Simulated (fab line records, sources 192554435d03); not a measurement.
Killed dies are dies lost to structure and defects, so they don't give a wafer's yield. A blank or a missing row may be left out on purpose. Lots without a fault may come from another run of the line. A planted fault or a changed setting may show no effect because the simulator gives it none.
A struck lot beside a sound one | flow n5_finfet | 43 steps out of a route of 1938
Sound: wafers L350.1, L350.3, L350.4. Struck: wafer L354.3. (L354.1, L354.6 of the same lot were not struck and are left out.) The cause comes at the end.
At each step with rows: each side's tool, then ch and its chambers, then its first start. Under that, the readings that differ: sound wafers | struck wafers | difference of the means | sigmas: that difference in standard deviations of wafers without a fault.
alike: readings whose means differ by less than 2 such deviations, and words and numbers that are the same on both sides. not compared: withheld readings, readings that some wafer has no value for, bounds like >300 that may hide the same value, and numbers for which the record gives no deviation and whose values overlap.
The two part at a step that has a row with sigmas, a row that says differs or no value, or rows on one side only. Numbers that don't overlap but have no deviation are shown without sigmas and don't part them. A reading that every wafer of one side lacks parts them only if that side has two wafers or more.

N5_BEOL_M0_ANNEAL_135: time 60 s.
  sound on pvd_sputter-02, day 7 20:13; struck on pvd_sputter-03, day 9 02:34
  alike: heater_power_w
then, 2 steps without rows for these wafers: N5_BEOL_M0_SPUTTER_141 (material Cu, target thk 4 nm, time 7.37 s); N5_BEOL_M0_ECD_118 (material Cu, target thk 300 nm).
N5_BEOL_M0_ANNEAL_119: time 90 s.
  sound on rtp_anneal-02 ch 0, day 7 20:27; struck on rtp_anneal-01 ch 0, day 9 02:49
  alike: wafer_temp_C_max
then, 1 step without rows for these wafers: N5_BEOL_M0_CMP_120 (polishes, stops on SiOC, t overpolish 6.9 s).
N5_BEOL_M0_PRE_CLEAN_131: time 15 s.
  sound on cvd_co-01 ch 0,1,2, day 7 21:05; struck on cvd_co-01 ch 2, day 9 03:26
  alike: heater_power_w
then, 3 steps without rows for these wafers: N5_BEOL_M0_CO_CAP_123 (material Co, precursor CCTBA/H2, target thk 2 nm, time 102.1 s); N5_BEOL_M0_PRE_CLEAN_124 (time 15 s); N5_BEOL_M0_DEP_125 (deposits SiCN from 3MS/NH3, target thk 8 nm, time 14 s).
N5_BEOL_M0_RS_MEAS_126: measures by four-point-probe.
  sound on film_metro-02, day 7 21:19; struck on film_metro-02, day 9 03:41
  reading        | sound             | struck | difference | sigmas
  M0_RS (ohm/sq) | 0.542 0.564 0.552 | 0.511  | -0.042     | -2
N5_BEOL_M0_INSPECT_127: inspects for defects (darkfield).
  sound on defect_inspect-02, day 7 21:20; struck on defect_inspect-01, day 9 03:42
  reading          | sound     | struck | difference | sigmas
  raw_defect_count | 95 54 129 | 33     | -60        | -3
N5_BEOL_M1_ILD_DEP_00: deposits SiOC from DEMS/O2, target thk 79 nm, time 15.3 s.
  sound on pecvd-04 ch 0,2, day 7 21:22; struck on pecvd-04 ch 1, day 9 03:47
  reading                                      | sound        | struck | difference | sigmas
  model.SiOC_of_BEOL_M1_ILD_DEP_00.thk_nm (nm) | 79 79.2 80.4 | 83.4   | +3.9       |
  alike: heater_power_w, showerhead_plenum_p_Torr, showerhead_vpp_V, throttle_valve_pct
N5_BEOL_M1_THK_MEAS_01:
  sound on film_metro-01, day 7 21:26; struck on film_metro-02, day 9 03:51
  reading         | sound          | struck | difference | sigmas
  M1_ILD_THK (nm) | 79.1 79.3 80.5 | 83.4   | +3.8       | +4
then, 11 steps without rows for these wafers: N5_BEOL_M1_PECVD_72 (deposits SiO2 from TEOS/O2, target thk 16 nm, time 18 s); N5_BEOL_M1_HM_DEP_02 (deposits TiN, target thk 20 nm); N5_BEOL_M1_COAT_61 (time 60 s, resist thk 60 nm); N5_BEOL_M1_COAT_62 (time 60 s, resist thk 12 nm); N5_BEOL_M1_COAT_73 (time 60 s, resist thk 5 nm); N5_BEOL_M1_COAT_05 (resist thk 30 nm); N5_BEOL_M1_EBR_07; N5_BEOL_M1_SOFTBAKE_06 (time 60 s); N5_BEOL_M1_EXPOSE_08 (exposes mask M1); N5_BEOL_M1_PEB_09 (peb time 60 s); N5_BEOL_M1_DEVELOP_10 (develop time 30 s).
N5_BEOL_M1_CD_MEAS_11: target cd 17.05 nm.
  sound on cd_sem-02 ch 0, day 7 22:07; struck on cd_sem-02 ch 0, day 9 04:49
  alike: cd_nm
N5_BEOL_M1_OVL_MEAS_12:
  sound on overlay-02 ch 0, day 7 22:09; struck on overlay-01 ch 0, day 9 04:51
  alike: M1_OVL
N5_BEOL_M1_INSPECT_13: inspects for defects (brightfield).
  sound on defect_inspect-02, day 7 22:13; struck on defect_inspect-02, day 9 04:55
  reading          | sound       | struck | difference | sigmas
  raw_defect_count | 640 385 509 | 244    | -267       | -3
then, 3 steps without rows for these wafers: N5_BEOL_M1_DESCUM_16 (chemistry O2, time 7 s); N5_BEOL_M1_ETCH_74 (etches underlayer in N2/H2, target depth 6.5 nm, time 5.2 s); N5_BEOL_M1_ETCH_63 (etches SiARC in CF4, target depth 15.6 nm, time 26 s).
N5_BEOL_M1_ETCH_64: etches SOC in N2/H2, target depth 75 nm, overetch 15 nm, time 112.5 s.
  sound on rie_diel-04 ch 0,2,3, day 7 22:20; struck on rie_diel-04 ch 0, day 9 05:02
  alike: drypump_motor_current_A, oes_product_au, rf_vpp_V, showerhead_plenum_p_Torr, throttle_valve_pct
  not compared: rf_hours_counter_h
then, 4 steps without rows for these wafers: N5_BEOL_M1_STRIP_65 (strips in N2/H2); N5_BEOL_M1_STRIP_75 (strips in N2/H2); N5_BEOL_M1_STRIP_66 (strips in CF4); N5_BEOL_M1_HM_OPEN_17 (chemistry Cl2/BCl3, target TiN, target depth 20 nm, overetch 6 nm).
N5_BEOL_M1_STRIP_19: strips in O2.
  sound on rie_diel-01 ch 1,2,3, day 7 22:37; struck on rie_diel-01 ch 1, day 9 05:18
  alike: drypump_motor_current_A, oes_product_au, rf_vpp_V, showerhead_plenum_p_Torr, throttle_valve_pct
  not compared: rf_hours_counter_h
N5_BEOL_M1_CD_MEAS_18: pitch 36 nm, target cd 18 nm.
  sound on cd_sem-02, day 7 22:41; struck on cd_sem-03, day 9 05:22
  alike: cd_nm
then, 4 steps without rows for these wafers: N5_BEOL_M1_COAT_67 (time 60 s, resist thk 60 nm); N5_BEOL_M1_COAT_68 (time 60 s, resist thk 12 nm); N5_BEOL_M1_COAT_76 (time 60 s, resist thk 5 nm); N5_BEOL_M1_COAT_22 (resist thk 30 nm).
N5_BEOL_M1_CMP_52: polishes, stops on SiOC, t overpolish 6.8 s, target thk 40 nm.
  sound on cmp-03 ch 0,1,3, day 8 02:56; struck on cmp-03 ch 2, day 9 13:38
  reading                                      | sound          | struck | difference | sigmas
  barrier_field_endpoint_s (s)                 | 24.4 23.6 24.8 | 25.5   | +1.2       | +2
  motor_current_A (A)                          | 6.1 7.3 6.8    | 5.0    | -1.7       | -3
  model.Cu_of_BEOL_M1_ECD_50.thk_nm (nm)       | 41.6 39.8 41.6 | 43.4   | +2.4       |
  model.SiOC_of_BEOL_M1_ILD_DEP_00.thk_nm (nm) | 78 78.4 79.6   | 82.4   | +3.7       |
  alike: clearing_platen_down_force_psi, overpolish_run_s, slurry_filter_dp_kPa, time_to_endpoint_s
N5_BEOL_M4_RC_MEAS_101:
  sound on prober-02 ch 0, day 9 13:16; struck on prober-01 ch 0, day 10 20:20
  reading       | sound       | struck | difference | sigmas
  ION_N (uA/um) | 679 684 681 | 653    | -28        | -3
  alike: DIBL_N, DIBL_P, IOFF_N, IOFF_P, ION_P, SS_N, SS_P, VT_N, VT_P

WHERE THEY PART
First at N5_BEOL_M0_RS_MEAS_126; last, within this record, at N5_BEOL_M4_RC_MEAS_101.

WHY: what the simulator had put in
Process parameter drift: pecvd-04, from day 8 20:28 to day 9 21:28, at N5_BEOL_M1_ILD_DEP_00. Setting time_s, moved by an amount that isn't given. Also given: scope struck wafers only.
